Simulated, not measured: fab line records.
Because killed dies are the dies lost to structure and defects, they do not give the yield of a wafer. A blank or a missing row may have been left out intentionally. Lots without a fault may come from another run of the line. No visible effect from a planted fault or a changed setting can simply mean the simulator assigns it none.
Problem report, 8D (eight disciplines) form, completed by code / flow nand-harc / the parts of the form that need people (team, actions taken, sign-off) are left out

## 1. THE PROBLEM
On 2 wafers of 1 lot, cd-nm at NHARC_P_ZERO_WELL_CD_MEAS_52 has a mean of 2044.0 nm; fault-free wafers read 1999.8 nm, standard deviation 2. That puts it +22 standard deviations away from the usual mean.
The step: target cd 2000 nm.
The first sign was on wafer L129.1 at day 10 09:59, on cd-sem-01. The record has a number at this step for 33 wafers belonging to 11 lots. By rule, "out" or "out of limits" means more than 4 standard deviations away from the usual mean. Any other wafer with a number is counted as sound.

## 2. WHAT IT IS AND WHAT IT IS NOT
question=which readings at this step | is=cd-nm | is not=-
question=which lots | is=L129 | is not=L109, L111, L112, L113, L114, L115, L116, L117, L120, L132
question=which wafers of those lots | is=L129.1, L129.6 | is not=L129.3
question=read on which gauges | is=cd-sem-01 | is not=cd-sem-02, cd-sem-03
question=when | is=from day 10 09:59 | is not=up to then (28 sound wafers); but 3 sound wafers of L132 came after

## 3. WHAT RULES OUT EACH SUSPECT
Counting: a tool at a process step up to the reading stays a suspect if it ran every lot that is out. Sound lots after the first of them don't rule it out here, since some wafers of a struck lot are sound.
- the gauge at NHARC_P_ZERO_WELL_CD_MEAS_52: kept. All the wafers that are out were read on cd-sem-01, and no step on other tools shows them out.
- rie-diel-10 at NHARC_P_ZERO_WELL_DESCUM_13 (chemistry O2, time 3 s): kept. It ran the lot that is out, L129 (day 10 05:23); its last sound lot up to then is L113 (day 3 13:25).
- rie-diel-10 at NHARC_P_ZERO_WELL_ETCH_62 (etches the open film in CHF3/Ar, target depth 13 nm, time 6.5 s): kept. It ran the lot that is out, L129 (day 10 09:49); its last sound lot up to then is L113 (day 3 17:35). With no start given for some of its lots, NHARC_P_ZERO_WELL_ETCH_62 uses the hours and lot order of NHARC_P_ZERO_WELL_EXPOSE_49.
- krf-scanner-02 at NHARC_P_ZERO_WELL_EXPOSE_49 (exposes mask P HVPW, target cd 2000 nm): kept. It ran the lot that is out, L129 (day 10 09:49); its last sound lot up to then is L120 (day 6 15:46).
- Within rie-diel-10 at NHARC_P_ZERO_WELL_DESCUM_13: the wafers that are out ran in chamber 3; their sound lot-mates ran in chamber 1.
- Within rie-diel-10 at NHARC_P_ZERO_WELL_ETCH_62: the wafers that are out ran in chambers 1, 3; their sound lot-mates ran in chamber 2.
Left after counting: rie-diel-10 at NHARC_P_ZERO_WELL_DESCUM_13, rie-diel-10 at NHARC_P_ZERO_WELL_ETCH_62, krf-scanner-02 at NHARC_P_ZERO_WELL_EXPOSE_49, cd-sem-01 at NHARC_P_ZERO_WELL_CD_MEAS_52.

## 4. THE CAUSE (what the simulator had put in)
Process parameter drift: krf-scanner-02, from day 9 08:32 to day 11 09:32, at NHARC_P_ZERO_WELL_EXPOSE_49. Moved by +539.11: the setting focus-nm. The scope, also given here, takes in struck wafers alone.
4 suspects survive the count, and this tool is in that group.

## 5. THE CHAIN OF EFFECTS, in route order
Rows list readings where the struck wafers' mean (over those with a number) sits beyond 3 standard deviations from the usual. Readings are gone through only where the record gives a usual standard deviation; hours: the median, over the lots, of the time from a lot's start at the first step in this table giving one to that lot's start at this step; sigmas: the change measured in usual standard deviations.
hours=0; step=NHARC_P_ZERO_WELL_CD_MEAS_52; reading=cd-nm; usual=1999.8 nm; on struck wafers=2044.0; change=+44.2; sigmas=+22
Later steps that measure or inspect, where all struck wafers having a row at the step show a number for every such reading and not one has moved that far: NHARC_P_ZERO_WELL_INSPECT_43.

## 6. HOW IT WOULD HAVE BEEN CAUGHT EARLIER
Counted from the fault's start at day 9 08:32, it took 25 hours until the first out-of-limits reading at a measuring or inspecting step in this record, taken at day 10 09:59.
An alarm limit of 4 standard deviations would not have fired on the tool readings at NHARC_P_ZERO_WELL_EXPOSE_49 for which the record gives a usual standard deviation, since none of them was out on any struck wafer.
Lots out: 1; all had begun NHARC_P_ZERO_WELL_EXPOSE_49 on krf-scanner-02 by day 10 09:59. Tool hold at that time: it would have spared none of them.
